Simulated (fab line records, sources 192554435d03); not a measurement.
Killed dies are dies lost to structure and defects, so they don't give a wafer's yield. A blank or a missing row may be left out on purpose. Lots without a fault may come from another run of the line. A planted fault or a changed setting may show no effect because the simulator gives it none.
A struck lot beside a sound one | flow n5_finfet | 16 steps out of a route of 1938
Sound: wafers L526.2, L526.3, L526.4. Struck: wafers L519.2, L519.5, L519.6. The cause comes at the end.
At each step with rows: each side's tool, then ch and its chambers, then its first start. Under that, the readings that differ: sound wafers | struck wafers | difference of the means | sigmas: that difference in standard deviations of wafers without a fault.
alike: readings whose means differ by less than 2 such deviations, and words and numbers that are the same on both sides. not compared: withheld readings, readings that some wafer has no value for, bounds like >300 that may hide the same value, and numbers for which the record gives no deviation and whose values overlap.
The two part at a step that has a row with sigmas, a row that says differs or no value, or rows on one side only. Numbers that don't overlap but have no deviation are shown without sigmas and don't part them. A reading that every wafer of one side lacks parts them only if that side has two wafers or more.

first, 1 step without rows for these wafers: N5_BEOL_M2_SPUTTER_79 (material Cu, target thk 4.5 nm, time 8.29 s).
N5_BEOL_M2_ANNEAL_80: time 240 s.
  sound on pvd_sputter-01, day 9 04:15; struck on pvd_sputter-02, day 7 08:40
  alike: heater_power_w
then, 5 steps without rows for these wafers: N5_BEOL_M2_SPUTTER_81 (material Cu, target thk 4.5 nm, time 8.29 s); N5_BEOL_M2_ANNEAL_82 (time 240 s); N5_BEOL_M2_SPUTTER_86 (material Cu, target thk 4.5 nm, time 8.29 s); N5_BEOL_M2_ANNEAL_87 (time 240 s); N5_BEOL_M2_SPUTTER_88 (material Cu, target thk 4.5 nm, time 8.29 s).
N5_BEOL_M2_ANNEAL_89: time 240 s.
  sound on pvd_sputter-01, day 9 04:55; struck on pvd_sputter-02, day 7 09:19
  alike: heater_power_w
N5_BEOL_M2_SPUTTER_90: material Cu, target thk 4.5 nm, time 8.29 s.
  sound on pvd_sputter-01, day 9 05:03; struck on pvd_sputter-02, day 7 09:28
  alike: chamber_pressure_pa, chuck_gas_flow_sccm, throttle_valve_pct
then, 1 step without rows for these wafers: N5_BEOL_M2_ANNEAL_91 (time 240 s).
N5_BEOL_M2_SPUTTER_92: material Cu, target thk 4.5 nm, time 8.29 s.
  sound on pvd_sputter-01, day 9 05:16; struck on pvd_sputter-02, day 7 09:41
  alike: chamber_pressure_pa, chuck_gas_flow_sccm, throttle_valve_pct
N5_BEOL_M2_ANNEAL_93: time 240 s.
  sound on pvd_sputter-01, day 9 05:21; struck on pvd_sputter-02, day 7 09:46
  alike: heater_power_w
N5_BEOL_M2_SPUTTER_94: material Cu, target thk 4.5 nm, time 8.29 s.
  sound on pvd_sputter-01, day 9 05:29; struck on pvd_sputter-02, day 7 09:54
  no value came back on the struck wafers for chamber_pressure_pa (Pa), chuck_gas_flow_sccm (sccm), throttle_valve_pct (%); on the sound wafers chamber_pressure_pa (Pa) reads 0.06986 0.06984 0.06995
then, 1 step without rows for these wafers: N5_BEOL_M2_ANNEAL_95 (time 240 s).
N5_BEOL_M4_RC_MEAS_101:
  sound on prober-02 ch 0, day 10 05:02; struck on prober-02 ch 0, day 8 08:52
  alike: DIBL_N, DIBL_P, IOFF_N, IOFF_P, ION_N, ION_P, SS_N, SS_P, VT_N, VT_P
-- the record jumps here: 4 days lie between the struck wafers' starts before and after (it left off in module BEOL_M4 and takes up again in module PASSIVATION, whose first step shown is number 1936 of the route) --
N5_PASSIVATION_PROBE_49:
  the record has rows for the struck wafers here (prober-02, day 12 14:26) and none for the sound ones

WHERE THEY PART
First at N5_BEOL_M2_SPUTTER_94; last, within this record, at N5_PASSIVATION_PROBE_49.

WHY: what the simulator had put in
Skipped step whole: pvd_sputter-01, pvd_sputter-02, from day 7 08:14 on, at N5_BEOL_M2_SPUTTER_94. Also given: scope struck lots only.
